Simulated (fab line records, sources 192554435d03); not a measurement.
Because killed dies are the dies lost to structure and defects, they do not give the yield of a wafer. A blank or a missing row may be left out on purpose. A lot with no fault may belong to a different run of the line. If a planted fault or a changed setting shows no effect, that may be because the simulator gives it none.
fab line records ; flow n5-finfet
record: lots: 7; wafers: 21
route steps=1938 shown BEOL_M0_SAQP@673 BEOL_M0_CUTY@711 BEOL_M0@721 BEOL_M1@753 BEOL_M3@936 BEOL_M5@1130 BEOL_M7@1266
start-h: hours from the record's opening day to when the first of the lot's shown wafers began ; wait-h: hours from the lot's prior step to this one ; " as in the row above ; L1.1+2: one row covering several wafers at once ; - either no value or no given start ; * or withheld: withheld ; < > ~ a bound
route shown NAME@n: NAME is a module with steps in the file, n the number in the route of the first one ; usual: the fault-free wafers' mean and standard deviation ; same: alike in all rows ; chamber/n: place in a boat ; sites: each site's reading ; _std_site: standard deviation of those values ; _edge_site: mean of outer sites minus mean of inner sites ; radius-mm: how far each site lies from the wafer's centre ; mask NAME#n: copy n ; behind: the most recent tool/chamber to have shaped the wafer ; hold: what put the lot on hold/how long, in hours/how the hold closed ; device: transistor that didn't switch, given as n, p or np ; end of line: at the end of the route, the tests of the same wafers ; for a step that has no rows: nothing shown but its recipe ; killed: count of dies lost to structure and defects at first sort (not the wafer's yield) ; map: per-die view of a wafer (x killed, . not killed, _ where there is no die)
set.NAME: the setting the step ran with; set.NAME@STEP: the setting that earlier step ran with ; model.NAME: the simulator's own value behind a step, which no gauge read
lots whose settings were changed on purpose; a table a step, a row a wafer
== steps ==
step: N5_BEOL_M0_SAQP_ETCH_107
recipe: chemistry: CH3F/O2; target: SiNx; target-depth-a: 300; mask-material: SOC; pressure-mtorr: 30; source-w: 395; bias-w: 73; Ar_flow_sccm: 150; CH3F_flow_sccm: 30; O2_flow_sccm: 20; ion-energy-ev: 120
usual: rf-vpp-V: 296/3.6
lot.wafer;tool;chamber;start-h;wait-h;set.bias-w;rf-vpp-V
L076.2;rie-diel-01;1;120.99;0.0;73;301
L076.4;rie-diel-01;2;120.99;0.0;73;295
L076.5;rie-diel-01;3;120.99;0.0;80.03;316
L078.1;rie-diel-02;1;138.03;0.0;73;291
L078.3;rie-diel-02;3;138.03;0.0;73;289
L078.4;rie-diel-02;0;138.03;0.0;73;298
L083.1;rie-diel-06;1;165.18;0.0;73;301
L083.5;rie-diel-06;1;165.18;0.0;66.54;278
L083.6;rie-diel-06;0;165.18;0.0;66.54;273
L090.4;rie-diel-06;2;207.32;0.0;73;298
L090.5;rie-diel-06;0;207.32;0.0;73;294
L090.6;rie-diel-06;3;207.32;0.0;68.49;281
L092.1;rie-diel-01;2;216.36;0.0;73;294
L092.3;rie-diel-01;0;216.36;0.0;73;299
L092.6;rie-diel-01;3;216.36;0.0;68.18;279
L093.1;rie-diel-02;1;219.59;0.0;77.6;303
L093.2;rie-diel-02;3;219.59;0.0;73;290
L093.3;rie-diel-02;2;219.59;0.0;77.6;309
L097.3;rie-diel-06;2;250.98;0.0;80.84;324
L097.4;rie-diel-06;0;250.98;0.0;73;292
L097.5;rie-diel-06;3;250.98;0.0;80.84;322
step: N5_BEOL_M0_CUTY_DESCUM_61
recipe: chemistry: O2; time-s: 7.9; source-power-w: 50; bias-power-w: 20; pressure-mtorr: 20; rf-frequency-hz: 2.712e+07; temp-c: 40; resist: CAR-ArF-block; o2-flow-sccm: 225
lot.wafer;tool;chamber;start-h;wait-h;set.time-s
L076.2;rie-diel-03;2;124.23;0.0;7.9
L076.4+5;rie-diel-03;1,2;124.23;0.0;9.096
L078.1+3+4;rie-diel-04;2,1,3;141.68;0.0;7.9
L083.1+6;rie-diel-03;3,0;168.74;0.0;6.798
L083.5;rie-diel-03;1;168.74;0.0;7.9
L090.4+6;rie-diel-05;3,2;210.10;0.1;6.379
L090.5;rie-diel-05;3;210.10;0.1;7.9
L092.1+3;rie-diel-04;3,2;219.41;0.3;7.15
L092.6;rie-diel-04;3;219.41;0.3;7.9
L093.1;rie-diel-05;3;222.64;0.0;7.9
L093.2+3;rie-diel-05;1,0;222.64;0.0;6.431
L097.3+4+5;rie-diel-05;2,3,0;254.47;0.1;7.9
step: N5_BEOL_M0_CUTY_ETCH_62
recipe: chemistry: CF4; target: SiARC; mask-material: CAR-ArF-block; time-s: 58.5; ion-energy-ev: 80; pressure-mtorr: 40; source-w: 545; bias-w: 36; Ar_flow_sccm: 100; cf4-flow-sccm: 100; ends: cleared
lot.wafer;tool;chamber;start-h;wait-h;set.time-s@BEOL_M0_CUTY_DESCUM_61;model.CAR-ArF-block_of_BEOL_M0_CUTY_COAT_51.thk-nm
L076.2;rie-diel-03;2;124.27;0.0;7.9;118.2
L076.4;rie-diel-03;1;124.27;0.0;9.096;117.4
L076.5;rie-diel-03;2;124.27;0.0;9.096;117
L078.1;rie-diel-04;2;141.71;0.0;7.9;118.4
L078.3+4;rie-diel-04;1,3;141.71;0.0;7.9;118.2
L083.1;rie-diel-03;3;168.78;0.0;6.798;117.8
L083.5;rie-diel-03;1;168.78;0.0;7.9;117.2
L083.6;rie-diel-03;0;168.78;0.0;6.798;118
L090.4;rie-diel-05;3;210.14;0.0;6.379;119.4
L090.5;rie-diel-05;3;210.14;0.0;7.9;118.6
L090.6;rie-diel-05;2;210.14;0.0;6.379;119.6
L092.1;rie-diel-04;3;219.45;0.0;7.15;118.8
L092.3;rie-diel-04;2;219.45;0.0;7.15;119.4
L092.6;rie-diel-04;3;219.45;0.0;7.9;118.8
L093.1;rie-diel-05;3;222.68;0.0;7.9;118.2
L093.2+3;rie-diel-05;1,0;222.68;0.0;6.431;119.2
L097.3;rie-diel-05;2;254.50;0.0;7.9;119.2
L097.4;rie-diel-05;3;254.50;0.0;7.9;118.8
L097.5;rie-diel-05;0;254.50;0.0;7.9;119.4
step: N5_BEOL_M0_TRENCH_ETCH_107
recipe: chemistry: C4F6/O2; target-depth-a: 328; target: SiOC; time-s: 16.4; ion-energy-ev: 250; pressure-mtorr: 30; source-w: 355; bias-w: 185; Ar_flow_sccm: 300; C4F6_flow_sccm: 10; O2_flow_sccm: 10
lot.wafer;tool;chamber;start-h;wait-h;set.target-depth-a;model.BEOL_M0.feature-depth-nm
L076.2;rie-diel-03;0;125.55;0.0;328;32.4
L076.4;rie-diel-03;1;125.55;0.0;328;33.6
L076.5;rie-diel-03;1;125.55;0.0;302.7;31
L078.1;rie-diel-04;2;142.65;0.0;328;32.4
L078.3;rie-diel-04;1;142.65;0.0;328;32.8
L078.4;rie-diel-04;3;142.65;0.0;328;33
L083.1;rie-diel-05;2;172.40;0.0;328;32.4
L083.5;rie-diel-05;0;172.40;0.0;328;32
L083.6;rie-diel-05;2;172.40;0.0;328;32.6
L090.4;rie-diel-03;2;212.92;0.0;352.9;33.6
L090.5;rie-diel-03;2;212.92;0.0;328;31.4
L090.6;rie-diel-03;3;212.92;0.0;352.9;34.6
L093.1;rie-diel-04;1;225.07;0.0;305.6;30.8
L093.2;rie-diel-04;0;225.07;0.0;328;32.8
L093.3;rie-diel-04;3;225.07;0.0;328;33.2
L092.1;rie-diel-03;0;225.21;0.0;328;31.8
L092.3+6;rie-diel-03;1,3;225.21;0.0;352.3;35
L097.3;rie-diel-05;2;258.46;0.0;328;33
L097.4;rie-diel-05;1;258.46;0.0;328;32.2
L097.5;rie-diel-05;0;258.46;0.0;328;32.6
step: N5_BEOL_M0_STRIP_142
recipe: chemistry: N2/H2; time-s: 10; power-w: 450; temp-c: 40; pressure-mtorr: 20; rf-frequency-hz: 6e+07; bias-power-w: 7; n2-flow-sccm: 200; h2-flow-sccm: 200
step: N5_BEOL_M0_OCD_MEAS_108
usual: trench-depth-nm: 32.6/0.69
lot.wafer;tool;chamber;start-h;wait-h;set.target-depth-a@BEOL_M0_TRENCH_ETCH_107;trench-depth-nm
L076.2;ocd-01;-;125.65;0.1;328;32.5
L076.4;ocd-01;-;125.65;0.1;328;33.7
L076.5;ocd-01;-;125.65;0.1;302.7;30.6
L078.1;ocd-01;-;142.75;0.1;328;32.0
L078.3;ocd-01;-;142.75;0.1;328;32.8
L078.4;ocd-01;-;142.75;0.1;328;33.1
L083.1;ocd-02;-;172.50;0.1;328;32.4
L083.5;ocd-02;-;172.50;0.1;328;31.9
L083.6;ocd-02;-;172.50;0.1;328;32.3
L090.4;ocd-02;-;213.03;0.1;352.9;33.7
L090.5;ocd-02;-;213.03;0.1;328;31.3
L090.6;ocd-02;-;213.03;0.1;352.9;34.7
L093.1;ocd-01;-;225.17;0.1;305.6;31.1
L093.2;ocd-01;-;225.17;0.1;328;33.4
L093.3;ocd-01;-;225.17;0.1;328;33.7
L092.1;ocd-01;-;225.31;0.1;328;31.5
L092.3;ocd-01;-;225.31;0.1;352.3;34.9
L092.6;ocd-01;-;225.31;0.1;352.3;34.6
L097.3;ocd-02;-;258.57;0.1;328;33.4
L097.4;ocd-02;-;258.57;0.1;328;31.9
L097.5;ocd-02;-;258.57;0.1;328;32.9
step: N5_BEOL_M1_PECVD_72
recipe: material: SiO2; target-thk-a: 160; temp-c: 400; precursor: TEOS/O2; pressure-torr: 5.5; rf-w: 450; teos-flow-sccm: 53.8; gas: O2; flow-sccm: 3000; time-s: 18
lot.wafer;tool;chamber;start-h;wait-h;set.time-s;model.SiO2_of_BEOL_M1_PECVD_72.thk-nm
L076.2;pecvd-01;1;128.75;0.0;17.19;15
L076.4;pecvd-01;1;128.75;0.0;18;16
L076.5;pecvd-01;0;128.75;0.0;17.19;15.2
L078.1;pecvd-04;0;145.73;0.0;18;15.4
L078.3+4;pecvd-04;1,0;145.73;0.0;18;15.6
L083.1;pecvd-01;1;176.99;0.0;19.27;16.8
L083.5;pecvd-01;2;176.99;0.0;18;15.6
L083.6;pecvd-01;1;176.99;0.0;19.27;17
L090.4;pecvd-03;2;217.69;0.1;18;16.4
L090.5;pecvd-03;1;217.69;0.1;18;16
L090.6;pecvd-03;0;217.69;0.1;18;16.2
L093.1+2+3;pecvd-03;1,0,2;228.31;0.0;18;16
L092.1;pecvd-03;1;228.69;0.0;18;16.4
L092.3;pecvd-03;0;228.69;0.0;18;16.2
L092.6;pecvd-03;1;228.69;0.0;20.65;18.8
L097.3+4+5;pecvd-04;1,2,0;264.18;0.0;18;16.2
step: N5_BEOL_M1_COAT_05
recipe: resist: CAR-EUV; spin-rpm: 1500; resist-thk-nm: 30
lot.wafer;tool;chamber;start-h;wait-h;set.spin-rpm;model.CAR-EUV_of_BEOL_M1_COAT_05.thk-nm
L076.2;litho-track-03;0;-;-;1500;30.2
L076.4+5;litho-track-03;0;-;-;1429;31
L078.1+3+4;litho-track-02;0;-;-;1500;30
L083.1+5;litho-track-04;0;-;-;1446;30.4
L083.6;litho-track-04;0;-;-;1500;29.8
L090.4;litho-track-02;0;-;-;1646;28.6
L090.5;litho-track-02;0;-;-;1646;28.4
L090.6;litho-track-02;0;-;-;1500;29.8
L093.1+2+3;litho-track-04;0;-;-;1500;30
L092.1;litho-track-04;0;-;-;1500;30
L092.3+6;litho-track-04;0;-;-;1611;29
L097.3;litho-track-03;0;-;-;1500;30
L097.4+5;litho-track-03;0;-;-;1546;29.6
step: N5_BEOL_M1_EBR_07
recipe: solvent: PGMEA; ebr-width-mm: 1.5
step: N5_BEOL_M1_SOFTBAKE_06
recipe: temp-c: 110; time-s: 60; resist: CAR-EUV
step: N5_BEOL_M1_DESCUM_16
recipe: chemistry: O2; time-s: 7; source-power-w: 50; bias-power-w: 20; pressure-mtorr: 20; rf-frequency-hz: 2.712e+07; temp-c: 40; resist: CAR-EUV; o2-flow-sccm: 225
lot.wafer;tool;chamber;start-h;wait-h;set.spin-rpm@BEOL_M1_COAT_05;model.CAR-EUV_of_BEOL_M1_COAT_05.thk-nm
L076.2;rie-diel-02;0;130.63;0.0;1500;26.2
L076.4+5;rie-diel-02;3,2;130.63;0.0;1429;27
L078.1+3+4;rie-diel-01;2,3,0;146.46;0.0;1500;26
L083.1+5;rie-diel-06;3;179.24;1.6;1446;26.4
L083.6;rie-diel-06;1;179.24;1.6;1500;26
L090.4+5;rie-diel-06;3,2;219.88;0.0;1646;24.6
L090.6;rie-diel-06;0;219.88;0.0;1500;25.8
L093.1+2+3;rie-diel-06;0,2,3;229.77;0.0;1500;26
L092.1;rie-diel-06;3;230.00;0.2;1500;26
L092.3+6;rie-diel-06;0;230.00;0.2;1611;25
L097.3;rie-diel-06;2;265.96;0.0;1500;26
L097.4+5;rie-diel-06;2,3;265.96;0.0;1546;25.6
step: N5_BEOL_M3_COAT_62
recipe: resist: SiARC; temp-c: 220; time-s: 60; spin-rpm: 1500; resist-thk-nm: 12
lot.wafer;tool;chamber;start-h;wait-h;set.spin-rpm;model.SiARC_of_BEOL_M3_COAT_62.thk-nm
L076.2+5;litho-track-02;0;-;-;1500;12
L076.4;litho-track-02;0;-;-;1658;11.4
L078.1+3+4;litho-track-01;0;-;-;1500;12
L083.1+5+6;litho-track-02;0;-;-;1500;12
L090.4+5+6;litho-track-01;0;-;-;1500;12
L093.1+2+3;litho-track-02;0;-;-;1500;12
L092.1+3+6;litho-track-03;0;-;-;1500;12
L097.3+5;litho-track-02;0;-;-;1593;11.6
L097.4;litho-track-02;0;-;-;1500;12
step: N5_BEOL_M3_COAT_73
recipe: resist: underlayer; temp-c: 205; time-s: 60; spin-rpm: 1500; resist-thk-nm: 5
step: N5_BEOL_M3_COAT_05
recipe: resist: CAR-EUV; spin-rpm: 1500; resist-thk-nm: 30
step: N5_BEOL_M3_DESCUM_16
recipe: chemistry: O2; time-s: 7; source-power-w: 50; bias-power-w: 20; pressure-mtorr: 20; rf-frequency-hz: 2.712e+07; temp-c: 40; resist: CAR-EUV; o2-flow-sccm: 225
step: N5_BEOL_M3_ETCH_74
recipe: chemistry: N2/H2; target: underlayer; target-depth-a: 65; mask-material: CAR-EUV; time-s: 5.2; ion-energy-ev: 200; pressure-mtorr: 30; source-w: 840; bias-w: 150; n2-flow-sccm: 200; h2-flow-sccm: 200; ends: cleared
step: N5_BEOL_M3_ETCH_63
recipe: chemistry: CF4; target: SiARC; target-depth-a: 156; mask-material: CAR-EUV; time-s: 26; ion-energy-ev: 80; pressure-mtorr: 40; source-w: 545; bias-w: 36; Ar_flow_sccm: 100; cf4-flow-sccm: 100; ends: cleared
lot.wafer;tool;chamber;start-h;wait-h;set.spin-rpm@BEOL_M3_COAT_62;model.etch.depth-nm;model.CAR-EUV_of_BEOL_M3_COAT_05.thk-nm
L076.2;rie-diel-01;3;149.61;0.0;1500;12.02;11
L076.4;rie-diel-01;2;149.61;0.0;1658;11.38;11.4
L076.5;rie-diel-01;0;149.61;0.0;1500;11.94;11
L078.1;rie-diel-06;1;173.39;0.0;1500;12.06;11.2
L078.3;rie-diel-06;3;173.39;0.0;1500;12.08;11.2
L078.4;rie-diel-06;2;173.39;0.0;1500;12.04;11.2
L083.1;rie-diel-02;2;202.04;0.0;1500;11.98;11
L083.5;rie-diel-02;2;202.04;0.0;1500;11.97;11
L083.6;rie-diel-02;1;202.04;0.0;1500;12;11
L090.4;rie-diel-01;2;244.82;0.0;1500;11.94;11.2
L090.5;rie-diel-01;1;244.82;0.0;1500;11.96;11.4
L090.6;rie-diel-01;2;244.82;0.0;1500;11.98;11.2
L093.1;rie-diel-02;1;248.88;0.0;1500;12.02;11.2
L093.2+3;rie-diel-02;2,3;248.88;0.0;1500;12.04;11
L092.1;rie-diel-06;0;250.28;0.0;1500;11.97;11.2
L092.3;rie-diel-06;3;250.28;0.0;1500;12.07;11.2
L092.6;rie-diel-06;2;250.28;0.0;1500;12.04;11.2
L097.3+5;rie-diel-02;3;287.03;0.0;1593;11.61;11.6
L097.4;rie-diel-02;1;287.03;0.0;1500;11.95;11.2
step: N5_BEOL_M5_ETCH_72
recipe: chemistry: N2/H2; target: underlayer; target-depth-a: 65; mask-material: CAR-EUV; time-s: 5.2; ion-energy-ev: 200; pressure-mtorr: 30; source-w: 840; bias-w: 150; n2-flow-sccm: 200; h2-flow-sccm: 200; ends: cleared
usual: rf-vpp-V: 524.4/2.7
lot.wafer;tool;chamber;start-h;wait-h;set.bias-w;rf-vpp-V
L076.2;rie-diel-01;3;185.24;0.0;150;526.3
L076.4;rie-diel-01;1;185.24;0.0;163.6;553.5
L076.5;rie-diel-01;3;185.24;0.0;150;526.9
L078.1;rie-diel-02;3;193.66;0.0;150;525.1
L078.3;rie-diel-02;0;193.66;0.0;150;522.5
L078.4;rie-diel-02;1;193.66;0.0;150;521.6
L083.1;rie-diel-01;1;222.75;0.0;150;522.1
L083.5;rie-diel-01;3;222.75;0.0;150;525.5
L083.6;rie-diel-01;2;222.75;0.0;150;522.1
L090.4;rie-diel-01;0;273.93;0.0;150;523.3
L090.5;rie-diel-01;3;273.93;0.0;150;528.0
L090.6;rie-diel-01;0;273.93;0.0;150;523.9
L093.1;rie-diel-06;3;278.13;0.0;164.6;554.8
L093.2;rie-diel-06;2;278.13;0.0;164.6;557.1
L093.3;rie-diel-06;1;278.13;0.0;164.6;554.4
L092.1;rie-diel-02;2;281.70;0.0;150;525.6
L092.3;rie-diel-02;1;281.70;0.0;150;519.3
L092.6;rie-diel-02;0;281.70;0.0;150;527.3
L097.3;rie-diel-02;2;337.58;0.0;150;523.4
L097.4;rie-diel-02;0;337.58;0.0;150;526.1
L097.5;rie-diel-02;1;337.58;0.0;130.2;473.9
step: N5_BEOL_M5_COAT_66
recipe: resist: SiARC; temp-c: 220; time-s: 60; spin-rpm: 1500; resist-thk-nm: 12
lot.wafer;tool;chamber;start-h;wait-h;set.spin-rpm;model.SiARC_of_BEOL_M5_COAT_66.thk-nm
L076.2;litho-track-01;0;-;-;1572;11.8
L076.4+5;litho-track-01;0;-;-;1500;12
L078.1+3+4;litho-track-01;0;-;-;1500;12
L083.1+6;litho-track-02;0;-;-;1369;12.6
L083.5;litho-track-02;0;-;-;1500;12
L090.4;litho-track-02;0;-;-;1598;11.6
L090.5+6;litho-track-02;0;-;-;1500;12
L093.1+2+3;litho-track-05;0;-;-;1500;12
L092.1+3;litho-track-05;0;-;-;1549;11.8
L092.6;litho-track-05;0;-;-;1500;12
L097.3+5;litho-track-02;0;-;-;1414;12.4
L097.4;litho-track-02;0;-;-;1500;12
step: N5_BEOL_M5_COAT_74
recipe: resist: underlayer; temp-c: 205; time-s: 60; spin-rpm: 1500; resist-thk-nm: 5
step: N5_BEOL_M5_COAT_22
recipe: resist: CAR-EUV; spin-rpm: 1500; resist-thk-nm: 30
step: N5_BEOL_M5_DESCUM_33
recipe: chemistry: O2; time-s: 7; source-power-w: 50; bias-power-w: 20; pressure-mtorr: 20; rf-frequency-hz: 2.712e+07; temp-c: 40; resist: CAR-EUV; o2-flow-sccm: 225
step: N5_BEOL_M5_ETCH_75
recipe: chemistry: N2/H2; target: underlayer; target-depth-a: 65; mask-material: CAR-EUV; time-s: 5.2; ion-energy-ev: 200; pressure-mtorr: 30; source-w: 840; bias-w: 150; n2-flow-sccm: 200; h2-flow-sccm: 200; ends: cleared
step: N5_BEOL_M5_ETCH_67
recipe: chemistry: CF4; target: SiARC; target-depth-a: 156; mask-material: CAR-EUV; time-s: 26; ion-energy-ev: 80; pressure-mtorr: 40; source-w: 545; bias-w: 36; Ar_flow_sccm: 100; cf4-flow-sccm: 100; ends: cleared
lot.wafer;tool;chamber;start-h;wait-h;set.spin-rpm@BEOL_M5_COAT_66;model.etch.depth-nm
L076.2;rie-diel-02;3;187.92;0.0;1572;11.74
L076.4+5;rie-diel-02;1,3;187.92;0.0;1500;12.03
L078.1;rie-diel-06;1;196.85;0.0;1500;12.06
L078.3+4;rie-diel-06;3,2;196.85;0.0;1500;12.04
L083.1+6;rie-diel-02;3,0;224.59;0.0;1369;12.62
L083.5;rie-diel-02;1;224.59;0.0;1500;12.06
L090.4;rie-diel-06;1;275.98;0.0;1598;11.59
L090.5;rie-diel-06;2;275.98;0.0;1500;12
L090.6;rie-diel-06;3;275.98;0.0;1500;12.04
L093.1;rie-diel-06;0;281.58;0.0;1500;11.96
L093.2;rie-diel-06;1;281.58;0.0;1500;11.98
L093.3;rie-diel-06;2;281.58;0.0;1500;11.95
L092.1+3;rie-diel-06;3,0;284.32;0.0;1549;11.77
L092.6;rie-diel-06;0;284.32;0.0;1500;11.98
L097.3+5;rie-diel-02;0,2;340.96;0.0;1414;12.39
L097.4;rie-diel-02;0;340.96;0.0;1500;12.05
step: N5_BEOL_M7_PECVD_70
recipe: material: SiO2; target-thk-a: 200; temp-c: 400; precursor: TEOS/O2; pressure-torr: 5.5; rf-w: 450; teos-flow-sccm: 53.8; gas: O2; flow-sccm: 3000; time-s: 22.7
lot.wafer;tool;chamber;start-h;wait-h;set.temp-c;model.SiO2_of_BEOL_M7_PECVD_70.thk-nm
L076.2;pecvd-02;1;206.14;0.0;400;20
L076.4+5;pecvd-02;1,0;206.14;0.0;413.4;18.4
L078.1;pecvd-04;0;217.08;0.0;400;20
L078.3;pecvd-04;0;217.08;0.0;400;20.2
L078.4;pecvd-04;0;217.08;0.0;400;20.4
L083.1;pecvd-01;0;239.06;0.0;385.6;21.8
L083.5+6;pecvd-01;2,1;239.06;0.0;400;20
L090.4+6;pecvd-02;1;294.81;0.1;400;20
L090.5;pecvd-02;0;294.81;0.1;395;21
L093.1+2;pecvd-02;1,2;299.13;0.0;400;19.8
L093.3;pecvd-02;0;299.13;0.0;400;20.2
L092.1;pecvd-02;2;305.14;0.0;400;19.6
L092.3+6;pecvd-02;2,1;305.14;0.0;405.4;19.4
L097.3;pecvd-04;2;358.03;0.0;416.3;17.8
L097.4;pecvd-04;1;358.03;0.0;400;20.2
L097.5;pecvd-04;0;358.03;0.0;400;19.6
step: N5_BEOL_M7_COAT_05
recipe: resist: CAR-ArF; spin-rpm: 1500; resist-thk-nm: 90
lot.wafer;tool;chamber;start-h;wait-h;set.spin-rpm;model.CAR-ArF_of_BEOL_M7_COAT_05.thk-nm
L076.2;litho-track-04;0;-;-;1500;90
L076.4+5;litho-track-04;0;-;-;1500;90.2
L078.1;litho-track-04;0;-;-;1500;89.4
L078.3+4;litho-track-04;0;-;-;1500;89.6
L083.1;litho-track-04;0;-;-;1563;87.8
L083.5;litho-track-04;0;-;-;1500;89.4
L083.6;litho-track-04;0;-;-;1563;87.2
L090.4;litho-track-05;0;-;-;1384;93.2
L090.5;litho-track-05;0;-;-;1500;89.6
L090.6;litho-track-05;0;-;-;1384;93.4
L093.1;litho-track-05;0;-;-;1631;85.4
L093.2;litho-track-05;0;-;-;1500;89.6
L093.3;litho-track-05;0;-;-;1631;86
L092.1+6;litho-track-05;0;-;-;1500;89.8
L092.3;litho-track-05;0;-;-;1449;91.4
L097.3;litho-track-01;0;-;-;1399;93.4
L097.4;litho-track-01;0;-;-;1399;93.2
L097.5;litho-track-01;0;-;-;1500;90.2
step: N5_BEOL_M7_EBR_07
recipe: solvent: PGMEA; ebr-width-mm: 1.5
step: N5_BEOL_M7_SOFTBAKE_06
recipe: temp-c: 110; time-s: 60; resist: CAR-ArF
step: N5_BEOL_M7_EXPOSE_08
recipe: mask-id: M7; na: 1.35; source-shape: dipole; sigma-inner: 0.817; sigma-outer: 0.97; polarization: te; dose-mj: 68.25
step: N5_BEOL_M7_PEB_09
recipe: peb-temp-c: withheld; peb-time-s: 60; resist: CAR-ArF
step: N5_BEOL_M7_DEVELOP_10
recipe: develop-time-s: 30; developer: TMAH; resist: CAR-ArF; rinse-liquid: diw; dry: air-spin; dev-temp-c: 23
lot.wafer;tool;chamber;start-h;wait-h;set.spin-rpm@BEOL_M7_COAT_05;model.CAR-ArF_of_BEOL_M7_COAT_05.thk-nm
L076.2+4;litho-track-04;0;-;-;1500;88.4
L076.5;litho-track-04;0;-;-;1500;88.6
L078.1;litho-track-05;0;-;-;1500;87.6
L078.3;litho-track-05;0;-;-;1500;87.8
L078.4;litho-track-05;0;-;-;1500;88
L083.1;litho-track-05;0;-;-;1563;86
L083.5;litho-track-05;0;-;-;1500;87.8
L083.6;litho-track-05;0;-;-;1563;85.6
L090.4;litho-track-05;0;-;-;1384;91.6
L090.5;litho-track-05;0;-;-;1500;88
L090.6;litho-track-05;0;-;-;1384;91.8
L093.1;litho-track-04;0;-;-;1631;83.6
L093.2;litho-track-04;0;-;-;1500;88
L093.3;litho-track-04;0;-;-;1631;84.2
L092.1;litho-track-05;0;-;-;1500;88.2
L092.3;litho-track-05;0;-;-;1449;89.8
L092.6;litho-track-05;0;-;-;1500;88
L097.3;litho-track-05;0;-;-;1399;91.6
L097.4;litho-track-05;0;-;-;1399;91.4
L097.5;litho-track-05;0;-;-;1500;88.6
step: N5_BEOL_M7_STRIP_80
recipe: chemistry: N2/H2; time-s: 10; power-w: 450; temp-c: 40; pressure-mtorr: 20; rf-frequency-hz: 6e+07; bias-power-w: 7; n2-flow-sccm: 200; h2-flow-sccm: 200
step: N5_BEOL_M7_HM_STRIP_39
recipe: chemistry: peroxide-tin-strip; material: TiN; target-depth-a: 250; temp-c: 50; time-s: 158
lot.wafer;tool;chamber;start-h;wait-h;set.temp-c@BEOL_M7_PECVD_70;model.SiO2_of_BEOL_M7_PECVD_70.thk-nm
L076.2;wet-bench-02;2;212.32;0.0;400;19.8
L076.4+5;wet-bench-02;6,7;212.32;0.0;413.4;18.2
L078.1;wet-bench-02;3;221.79;0.0;400;19.8
L078.3;wet-bench-02;0;221.79;0.0;400;20.2
L078.4;wet-bench-02;4;221.79;0.0;400;20.4
L083.1;wet-bench-02;4;243.06;0.0;385.6;21.6
L083.5+6;wet-bench-02;7,1;243.06;0.0;400;20
L090.4;wet-bench-01;6;299.35;0.0;400;20
L090.5;wet-bench-01;2;299.35;0.0;395;20.8
L090.6;wet-bench-01;3;299.35;0.0;400;19.8
L093.1+2;wet-bench-01;0,2;301.66;0.0;400;19.6
L093.3;wet-bench-01;1;301.66;0.0;400;20.2
L092.1;wet-bench-03;0;308.44;0.0;400;19.4
L092.3+6;wet-bench-03;4,1;308.44;0.0;405.4;19.2
L097.3;wet-bench-02;5;363.68;0.0;416.3;17.6
L097.4;wet-bench-02;7;363.68;0.0;400;20
L097.5;wet-bench-02;1;363.68;0.0;400;19.6
== key ==
split: step: N5_BEOL_M0_SAQP_ETCH_107; setting: bias-w; stated: 73; by: wafer
response: step: N5_BEOL_M0_SAQP_ETCH_107; reading: rf-vpp-V; change: +2.55; per: 1%; r: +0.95
split: step: N5_BEOL_M0_CUTY_DESCUM_61; setting: time-s; stated: 7.9; by: wafer
response: step: N5_BEOL_M0_CUTY_ETCH_62; reading: model.CAR-ArF-block_of_BEOL_M0_CUTY_COAT_51.thk-nm; change: -0.0518; per: 1%; r: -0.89
split: step: N5_BEOL_M0_TRENCH_ETCH_107; setting: target-depth-a; stated: 328; by: wafer
response: step: N5_BEOL_M0_TRENCH_ETCH_107; reading: model.BEOL_M0.feature-depth-nm; change: +0.341; per: 1%; r: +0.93
response: step: N5_BEOL_M0_OCD_MEAS_108; reading: trench-depth-nm; change: +0.374; per: 1%; r: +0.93
split: step: N5_BEOL_M1_PECVD_72; setting: time-s; stated: 18; by: wafer
response: step: N5_BEOL_M1_PECVD_72; reading: model.SiO2_of_BEOL_M1_PECVD_72.thk-nm; change: +0.174; per: 1%; r: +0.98
split: step: N5_BEOL_M1_COAT_05; setting: spin-rpm; stated: 1500; by: wafer
response: step: N5_BEOL_M1_COAT_05; reading: model.CAR-EUV_of_BEOL_M1_COAT_05.thk-nm; change: -0.14; per: 1%; r: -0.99
response: step: N5_BEOL_M1_DESCUM_16; reading: model.CAR-EUV_of_BEOL_M1_COAT_05.thk-nm; change: -0.131; per: 1%; r: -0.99
split: step: N5_BEOL_M3_COAT_62; setting: spin-rpm; stated: 1500; by: wafer
response: step: N5_BEOL_M3_COAT_62; reading: model.SiARC_of_BEOL_M3_COAT_62.thk-nm; change: -0.0589; per: 1%; r: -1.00
response: step: N5_BEOL_M3_ETCH_63; reading: model.etch.depth-nm; change: -0.0563; per: 1%; r: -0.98
response: step: N5_BEOL_M3_ETCH_63; reading: model.CAR-EUV_of_BEOL_M3_COAT_05.thk-nm; change: +0.0448; per: 1%; r: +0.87
split: step: N5_BEOL_M5_ETCH_72; setting: bias-w; stated: 150; by: wafer
response: step: N5_BEOL_M5_ETCH_72; reading: rf-vpp-V; change: +3.57; per: 1%; r: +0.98
split: step: N5_BEOL_M5_COAT_66; setting: spin-rpm; stated: 1500; by: wafer
response: step: N5_BEOL_M5_COAT_66; reading: model.SiARC_of_BEOL_M5_COAT_66.thk-nm; change: -0.0634; per: 1%; r: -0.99
response: step: N5_BEOL_M5_ETCH_67; reading: model.etch.depth-nm; change: -0.063; per: 1%; r: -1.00
split: step: N5_BEOL_M7_PECVD_70; setting: temp-c; stated: 400; by: wafer
response: step: N5_BEOL_M7_PECVD_70; reading: model.SiO2_of_BEOL_M7_PECVD_70.thk-nm; change: -0.496; per: 1%; r: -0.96
response: step: N5_BEOL_M7_HM_STRIP_39; reading: model.SiO2_of_BEOL_M7_PECVD_70.thk-nm; change: -0.486; per: 1%; r: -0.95
split: step: N5_BEOL_M7_COAT_05; setting: spin-rpm; stated: 1500; by: wafer
response: step: N5_BEOL_M7_COAT_05; reading: model.CAR-ArF_of_BEOL_M7_COAT_05.thk-nm; change: -0.46; per: 1%; r: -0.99
response: step: N5_BEOL_M7_DEVELOP_10; reading: model.CAR-ArF_of_BEOL_M7_COAT_05.thk-nm; change: -0.466; per: 1%; r: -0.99
